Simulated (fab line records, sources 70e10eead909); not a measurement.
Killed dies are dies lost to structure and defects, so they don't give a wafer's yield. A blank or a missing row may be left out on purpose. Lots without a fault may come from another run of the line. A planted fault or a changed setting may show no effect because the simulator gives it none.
fab line records | flow nand_harc
record lots=12 wafers=35 last_day=25
route steps=1159 shown A_STAIRCASE@547 END@1159
lots that met no fault: from a run of the same line without faults
start_h: hours from the record's first day to the start of the lot's first wafer shown | wait_h: hours since the lot's step before | " the same as in the row above | L1.1+2: a row that stands for several wafers | - no value, or no start given | * or withheld: withheld | < > ~ a bound
route shown NAME@n: a module of which the file shows steps, and the number in the route of the first | usual: mean/standard deviation of fault-free wafers | same: alike in all rows | chamber/n: place in a boat | sites: the reading at each site | _std_site: their standard deviation | _edge_site: outer sites' mean less inner sites' | radius_mm: how far each site lies from the wafer's centre | mask NAME#n: copy n | behind: the tool/chamber that last shaped the wafer | hold: why the lot was held/for how many hours/how that ended | device: the transistor (n, p or np) that didn't switch | end of line: the same wafers' tests at the end of the route | a step without rows: its recipe alone | killed: dies lost to structure and defects at the first sort, not the wafer's yield | map: a wafer's dies, x killed, . not, _ none there
set.NAME: the setting as run; set.NAME@STEP: as run at that earlier step | model.NAME: the simulator's own value behind a step, which no gauge read
steps of the route over a sample of lots; a table a step, a row a wafer
services: from which hour (start_h, from the record's first day; less than 0 if before it) a tool's chamber was out of use, for how many hours, and why
## steps
# step NHARC_A_STAIRCASE_DESCUM_11
# recipe time_s=3 o2_flow_sccm=200 ar_flow_sccm=0 bias_power_w=0 chemistry=O2
# usual drypump_motor_current_A=5.9/0.41 oes_product_au=0.998/0.0084 rf_vpp_V=57.8/0.93 showerhead_plenum_p_Torr=1.89/0.096 throttle_valve_pct=11.313/0.0086
# same bias_power_w=0
# columns lot.wafer tool chamber start_h wait_h drypump_motor_current_A oes_product_au rf_hours_counter_h rf_vpp_V showerhead_plenum_p_Torr throttle_valve_pct
L463.3 rie_diel-13 0 235.13 - 5.6 0.996 46 58.9 1.95 11.320
L463.1 " 1 " " 5.3 1.016 46 56.4 1.82 11.304
L463.6 " 3 " " 5.4 1.007 - 57.3 1.78 11.304
L464.2 rie_diel-01 3 235.28 - 6.0 0.991 35 58.6 1.93 11.305
L464.3 " 1 " " 5.6 0.998 34 57.2 1.80 11.305
L464.6 " 3 " " 6.0 0.991 - 57.6 1.93 11.305
L468.4 rie_diel-06 3 262.23 - 6.3 0.994 4 56.9 1.78 11.309
L468.1 " 0 " " 5.9 0.997 2 58.7 1.96 11.314
L468.6 " 1 " " 6.5 0.998 - 57.9 2.01 11.315
L469.4 rie_diel-01 2 273.20 - 5.8 0.995 44 57.4 1.81 11.313
L469.2 " 3 " " 6.0 0.994 51 59.7 1.93 11.314
L469.6 " 0 " " 5.8 0.989 - 58.3 1.88 11.316
L471.1 rie_diel-06 2 289.68 - 6.4 0.995 15 57.5 1.95 11.323
L471.2 " 0 " " 5.9 0.990 14 59.6 1.96 11.310
L476.2 rie_diel-06 0 311.31 - 5.9 0.994 22 60.1 1.95 11.309
L476.1 " 1 " " 6.5 1.007 22 57.5 2.00 11.303
L476.6 " 1 " " 6.6 1.008 - 57.1 2.00 11.312
L477.3 rie_diel-13 3 321.59 - 5.4 0.979 17 57.4 1.77 11.318
L477.1 " 1 " " 5.3 0.987 16 56.5 1.81 11.298
L477.5 " 3 " " 5.4 0.982 - 57.7 1.77 11.302
L480.3 rie_diel-13 2 335.02 - 6.5 0.992 23 59.5 2.07 11.319
L480.1 " 0 " " 5.7 1.002 20 57.6 1.94 11.311
L480.4 " 1 " " 5.3 1.001 21 57.6 1.81 11.328
L482.1 rie_diel-01 0 347.57 - 5.8 1.020 7 58.0 1.87 11.300
L482.2 " 2 " " 5.8 1.002 7 58.7 1.80 11.314
L482.3 " 3 " " 6.0 1.010 7 57.3 1.92 11.313
L483.4 rie_diel-06 1 353.38 - 6.5 1.001 39 58.5 2.00 11.299
L483.3 " 0 " " 5.9 0.993 40 58.8 1.95 11.308
L483.6 " 1 " " 6.5 1.009 - 58.1 2.00 11.301
L484.1 rie_diel-01 3 356.70 - 6.0 0.998 11 57.5 1.92 11.319
L484.2 " 2 " " 5.8 1.009 11 57.7 1.80 11.295
L484.6 " 3 " " 6.0 1.005 - 58.3 1.92 11.322
L486.1 rie_diel-01 1 379.12 - 5.6 1.017 17 57.5 1.79 11.307
L486.3 " 0 " " 5.8 1.006 19 56.8 1.87 11.322
L486.6 " 2 " " 5.8 1.007 - 57.9 1.80 11.329
# step NHARC_A_STAIRCASE_TRIM_22
# recipe time_s=211.2 o2_flow_sccm=500 ar_flow_sccm=0 bias_w=0 chemistry=O2
# usual drypump_motor_current_A=5.9/0.39 oes_product_au=0.999/0.0087 rf_vpp_V=57.7/0.9 showerhead_plenum_p_Torr=3.47/0.15 throttle_valve_pct=17.037/0.0094
# columns lot.wafer tool chamber start_h wait_h drypump_motor_current_A oes_product_au rf_hours_counter_h rf_vpp_V showerhead_plenum_p_Torr throttle_valve_pct
L463.1 rie_diel-06 2 - - 6.5 1.005 63 58.7 3.61 17.041
L463.3 " 0 " " 5.9 1.017 60 58.6 3.61 17.035
L463.6 " 2 " " 6.4 0.999 - 59.6 3.61 17.045
L464.3 rie_diel-01 2 - - 5.8 1.002 28 58.0 3.36 17.042
L464.2 " 3 " " 6.0 0.981 36 57.8 3.56 17.048
L464.6 " 1 " " 5.6 0.997 - 57.4 3.33 17.037
L468.1 rie_diel-01 2 - - 5.7 0.998 41 56.4 3.35 17.025
L468.4 " 2 " " 5.8 1.001 - 58.1 3.35 17.026
L468.6 " 3 " " 6.0 0.991 - 58.3 3.55 17.041
L469.2 rie_diel-01 3 - - 6.0 0.996 52 57.1 3.55 17.034
L469.4 " 0 " " 5.8 0.988 47 57.5 3.47 17.044
L469.6 " 2 " " 5.8 0.996 - 56.7 3.35 17.053
L471.1 rie_diel-01 3 - - 6.1 0.994 59 57.6 3.55 17.030
L471.2 " 2 " " 5.8 1.003 51 57.6 3.34 17.044
L476.2 rie_diel-13 1 - - 5.3 0.985 12 57.7 3.35 17.024
L476.1 " 3 " " 5.4 0.993 14 58.0 3.29 17.021
L476.6 " 1 " " 5.3 1.006 - 58.7 3.35 17.028
L477.3 rie_diel-13 3 - - 5.4 1.002 19 56.7 3.28 17.018
L477.1 " 0 " " 5.6 1.010 16 58.5 3.57 17.045
L477.5 " 3 " " 5.5 1.009 - 58.5 3.28 17.051
L480.1 rie_diel-13 0 - - 5.7 1.008 21 59.8 3.57 17.027
L480.4 " 1 " " 5.3 1.007 22 57.5 3.35 17.044
L480.3 " 2 " " 6.5 1.003 24 58.9 3.79 17.027
L482.3 rie_diel-13 3 - - 5.4 1.004 30 56.4 3.28 17.034
L482.1 " 1 " " 5.3 0.995 28 56.7 3.34 17.046
L482.2 " 2 " " 6.5 1.004 29 58.9 3.79 17.041
L483.3 rie_diel-01 2 - - 5.8 1.004 11 57.3 3.33 17.043
L483.4 " 3 " " 6.0 1.009 11 57.5 3.53 17.035
L483.6 " 2 " " 5.8 1.001 - 58.1 3.33 17.047
L484.2 rie_diel-06 1 - - 6.5 1.019 42 58.7 3.67 17.035
L484.1 " 0 " " 5.9 0.987 42 58.8 3.59 17.033
L484.6 " 2 " " 6.4 0.989 - 59.9 3.58 17.038
L486.1 rie_diel-01 2 - - 5.8 1.005 21 56.6 3.33 17.031
L486.3 " 0 " " 5.8 1.006 21 58.2 3.45 17.039
L486.6 " 2 " " 5.8 1.017 - 57.8 3.33 17.049
# step NHARC_A_STAIRCASE_ETCH_23
# recipe target_depth_a=1000 time_s=40.5 ion_energy_ev=400 c4f8_flow_sccm=20 o2_flow_sccm=10 ar_flow_sccm=withheld rf_w=600 bias_w=1000 chemistry=C4F8/O2
# usual oes_product_au=0.941/0.014 rf_vpp_V=894/5.9
# columns lot.wafer tool chamber start_h wait_h oes_product_au rf_hours_counter_h rf_vpp_V
L463.1 rie_diel-06 0 236.68 - 0.964 60 899
L463.3 " 1 " " 0.945 48 902
L463.6 " 0 " " 0.965 - 899
L464.2 rie_diel-01 3 236.82 - 0.935 36 897
L464.3 " 1 " " 0.927 34 889
L464.6 " 0 " " 0.934 - 895
L468.1 rie_diel-01 1 263.99 - 1.176 46 888
L468.4 " 3 " " 1.169 - 898
L468.6 " 1 " " 0.924 - 888
L469.4 rie_diel-01 2 274.76 - 1.195 44 889
L469.2 " 3 " " 0.922 52 897
L469.6 " 0 " " 0.938 - 894
L471.1 rie_diel-01 0 291.50 - 1.165 53 893
L471.2 " 1 " " 0.918 55 888
L476.1 rie_diel-13 2 313.88 - 0.956 13 905
L476.2 " 3 " " 0.938 14 887
L476.6 " 2 " " 0.945 - 906
L477.3 rie_diel-13 0 324.08 - 0.939 16 897
L477.1 " 1 " " 0.934 17 888
L477.5 " 0 " " 0.935 - 898
L480.4 rie_diel-13 3 336.73 - 0.953 25 887
L480.3 " 1 " " 0.942 22 890
L480.1 " 2 " " 0.942 24 906
L482.1 rie_diel-13 2 349.58 - 0.962 29 906
L482.3 " 3 " " 0.931 30 887
L482.2 " 0 " " 0.953 26 897
L483.3 rie_diel-01 1 355.02 - 0.964 9 887
L483.4 " 3 " " 0.947 11 896
L483.6 " 1 " " 0.968 - 889
L484.1 rie_diel-06 2 358.39 - 0.923 41 899
L484.2 " 0 " " 0.931 42 899
L484.6 " 3 " " 0.934 - 887
L486.1 rie_diel-01 1 381.17 - 0.933 19 888
L486.3 " 3 " " 0.940 21 896
L486.6 " 0 " " 0.958 - 892
# step NHARC_A_STAIRCASE_TRIM_26
# recipe time_s=211.2 o2_flow_sccm=500 ar_flow_sccm=0 bias_w=0 chemistry=O2
# usual drypump_motor_current_A=5.9/0.41 oes_product_au=0.998/0.01 rf_vpp_V=57.5/0.91 showerhead_plenum_p_Torr=3.47/0.16 throttle_valve_pct=17.036/0.009
# columns lot.wafer tool chamber start_h wait_h drypump_motor_current_A oes_product_au rf_hours_counter_h rf_vpp_V showerhead_plenum_p_Torr throttle_valve_pct
L463.1 rie_diel-06 1 - - 6.6 1.011 49 57.2 3.70 17.034
L463.3 " 2 " " 6.4 1.017 63 58.1 3.61 17.032
L463.6 " 0 " " 5.9 1.008 - 57.9 3.61 17.039
L464.3 rie_diel-01 0 - - 5.8 0.993 34 56.6 3.48 17.035
L464.2 " 3 " " 6.0 0.985 36 57.9 3.56 17.047
L464.6 " 1 " " 5.6 0.991 - 57.7 3.33 17.035
L468.1 rie_diel-01 1 - - 5.6 1.001 47 59.3 3.33 17.035
L468.6 " 2 " " 5.8 1.008 - 57.8 3.35 17.049
L468.4 " 3 " " 6.0 0.990 - 58.5 3.55 17.032
L469.2 rie_diel-01 2 - - 5.8 1.000 45 58.2 3.35 17.048
L469.4 " 1 " " 5.6 0.987 49 57.2 3.32 17.035
L469.6 " 2 " " 5.8 0.995 - 56.7 3.35 17.035
L471.1 rie_diel-01 0 - - 5.8 0.984 54 56.7 3.47 17.031
L471.2 " 1 " " 5.6 0.982 55 56.2 3.32 17.037
L476.2 rie_diel-13 2 - - 6.6 0.990 13 58.0 3.80 17.027
L476.1 " 0 " " 5.7 0.993 12 58.0 3.57 17.045
L476.6 " 3 " " 5.4 0.978 - 56.9 3.29 17.050
L477.1 rie_diel-13 3 - - 5.4 0.988 19 57.7 3.28 17.022
L477.3 " 1 " " 5.4 0.988 18 55.8 3.35 17.018
L477.5 " 3 " " 5.4 0.994 - 55.0 3.28 17.051
L480.3 rie_diel-13 3 - - 5.4 0.986 25 57.5 3.28 17.029
L480.1 " 1 " " 5.3 0.984 23 57.9 3.35 17.036
L480.4 " 2 " " 6.5 0.990 24 58.3 3.79 17.029
L482.3 rie_diel-13 1 - - 5.3 0.999 28 56.8 3.34 17.038
L482.2 " 2 " " 6.5 0.992 29 59.7 3.79 17.043
L482.1 " 0 " " 5.7 1.016 26 58.2 3.56 17.035
L483.4 rie_diel-01 1 - - 5.6 1.004 9 55.7 3.31 17.029
L483.3 " 2 " " 5.8 1.007 11 57.9 3.33 17.030
L483.6 " 0 " " 5.8 1.000 - 58.6 3.46 17.047
L484.2 rie_diel-06 0 - - 5.9 0.995 42 58.0 3.59 17.037
L484.1 " 2 " " 6.4 0.980 41 58.5 3.58 17.032
L484.6 " 0 " " 5.9 0.997 - 58.3 3.59 17.030
L486.3 rie_diel-01 3 - - 6.0 1.003 21 56.5 3.53 17.029
L486.1 " 1 " " 5.6 0.999 19 56.5 3.31 17.046
L486.6 " 2 " " 5.8 1.009 - 57.1 3.33 17.036
# step NHARC_END_SORT_01
# recipe temp_c=25
# usual killed_at_array=26/11 killed_at_other=0.4/0.78 killed_at_periphery=3.4/2.4 killed_dies=29/11 killed_open=3.1/1.9 killed_short=1.9/1.4
# same gross_dies=677
# columns lot.wafer tool chamber start_h wait_h killed_at_array killed_at_other killed_at_periphery killed_dies killed_open killed_short
L468.1 prober-02 0 528.84 2.5 673 0 4 677 3 0
L468.4 prober-02 0 531.26 3.4 673 0 4 677 1 1
L468.6 prober-02 0 532.87 4.0 12 1 6 19 1 0
L469.2 prober-02 0 545.40 2.8 12 1 2 15 1 0
L469.4 prober-02 0 547.01 3.4 675 0 2 677 3 2
L469.6 prober-02 0 548.63 4.0 14 0 1 15 1 1
L471.1 prober-02 0 552.42 2.5 676 0 1 677 6 0
L471.2 prober-02 0 553.21 2.8 26 0 2 28 2 1
# killed by level:class
L468.1 A_STAIRCASE:area_etch=651 A_SLIT:chamber_film_flake=12 A_CHANNEL_HOLE_D1:chamber_film_flake=3 P_GATE:chamber_film_flake=2 P_CONTACT:chamber_film_flake=2 A_STAIRCASE:chamber_film_flake=2 A_CONTACT:chamber_film_flake=2 A_CHANNEL_HOLE_D1:geometric_particle:open=1
L468.4 A_STAIRCASE:area_etch=663 A_STAIRCASE:chamber_film_flake=4 P_GATE:chamber_film_flake=3 A_SLIT:chamber_film_flake=3 A_ONON_D1:geometric_particle:open=1 A_BLC:geometric_particle:short=1 P_CONTACT:chamber_film_flake=1 A_M1:chamber_film_flake=1
L468.6 A_STAIRCASE:chamber_film_flake=6 P_CONTACT:chamber_film_flake=4 A_SLIT:chamber_film_flake=3 P_GATE:chamber_film_flake=2 A_SGD_CUT:geometric_particle:open=1 A_ZERO_WELL:chamber_film_flake=1 A_CONTACT:chamber_film_flake=1 THIN_TSV:chamber_film_flake=1
L469.2 A_STAIRCASE:chamber_film_flake=7 A_CONTACT:chamber_film_flake=3 P_STI:chamber_film_flake=2 A_CONTACT:geometric_particle:open=1 A_CHANNEL_HOLE_D1:chamber_film_flake=1 THIN_TSV:chamber_film_flake=1
L469.4 A_STAIRCASE:area_etch=654 A_STAIRCASE:chamber_film_flake=7 A_CHANNEL_HOLE_D1:chamber_film_flake=4 A_CONTACT:chamber_film_flake=3 P_STI:chamber_film_flake=2 A_ONON_D1:geometric_particle:open=1 A_CHANNEL_FILL_D1:geometric_particle:open=1 A_SGD_CUT:geometric_particle:short=1
L469.6 A_STAIRCASE:chamber_film_flake=5 A_CHANNEL_HOLE_D1:chamber_film_flake=4 A_CONTACT:chamber_film_flake=3 A_CHANNEL_FILL_D1:geometric_particle:short=1 A_CONTACT:geometric_particle:open=1 P_ZERO_WELL:chamber_film_flake=1
L471.1 A_STAIRCASE:area_etch=633 A_CHANNEL_HOLE_D1:chamber_film_flake=22 A_SLIT:chamber_film_flake=9 A_STAIRCASE:chamber_film_flake=5 A_CONTACT:geometric_particle:open=3 A_CONTACT:chamber_film_flake=2 P_CONTACT:geometric_particle:open=1 A_CHANNEL_FILL_D1:geometric_particle:open=1
L471.2 A_CHANNEL_HOLE_D1:chamber_film_flake=14 A_SLIT:chamber_film_flake=4 A_CONTACT:chamber_film_flake=3 A_STAIRCASE:chamber_film_flake=2 P_CONTACT:geometric_particle:open=1 A_CHANNEL_FILL_D1:geometric_particle:short=1 A_SGD_CUT:geometric_particle:open=1 P_ZERO_WELL:chamber_film_flake=1
## services
# columns tool chamber start_h hours kind
rie_diel-01 0 220.35 - clean
rie_diel-01 1 220.35 - clean
rie_diel-01 2 220.35 - clean
rie_diel-01 3 220.35 - clean
rie_diel-06 - 241.27 9.0 pm
rie_diel-01 0 244.88 - clean
rie_diel-01 1 244.88 - clean
rie_diel-01 2 244.88 - clean
rie_diel-01 3 244.88 - clean
rie_diel-01 1 255.60 2.0 repair
rie_diel-01 0 260.84 5.2 repair
rie_diel-01 0 269.38 - clean
rie_diel-01 1 269.38 - clean
rie_diel-01 2 269.38 - clean
rie_diel-01 3 269.38 - clean
rie_diel-13 - 276.08 9.0 pm
rie_diel-01 0 293.91 - clean
rie_diel-01 1 293.91 - clean
rie_diel-06 - 296.99 3.5 repair
rie_diel-01 1 308.71 14.6 repair
rie_diel-13 2 309.80 3.9 repair
rie_diel-01 - 315.40 9.0 pm
rie_diel-01 1 333.90 6.0 repair
rie_diel-06 3 359.28 27.0 repair
## key
first_sign step=NHARC_A_STAIRCASE_ETCH_23 reading=oes_product_au direction=up sigmas=17 usual=0.941 struck=1.176
effect step=NHARC_END_SORT_01 reading=killed_at_array direction=up sigmas=61 usual=26 struck=674
more_kills_born_at NHARC_A_STAIRCASE_ETCH_23@rie_diel-01=2601
met_at NHARC_A_STAIRCASE_ETCH_23
struck_lots L468,L469,L471
struck_wafers L468.1,L468.4,L469.4,L471.1
later_rows_left_out L468.1,L468.4,L469.4,L471.1
tester_left_out L468,L469,L471
not_acting_at NHARC_A_STAIRCASE_DESCUM_11,NHARC_A_STAIRCASE_TRIM_22,NHARC_A_STAIRCASE_TRIM_26
onset_between 236.82 263.99
fault kind=process_parameter_drift tool=rie_diel-01 chamber=- onset_h=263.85 steps=NHARC_A_STAIRCASE_ETCH_23 channel=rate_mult offset=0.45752 shape=step end_h=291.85 scope=struck_wafers_only
# tester_left_out: of these lots the tester's yield and bins aren't shown, on N5 and GAA mostly nor the transistor test; their killed dies are dies lost to structure and defects alone, not to doping, threshold or leakage, so they don't give the yield
# later_rows_left_out: the simulator's readings of these wafers behind a module that went badly wrong aren't trusted and aren't shown, but for the sort
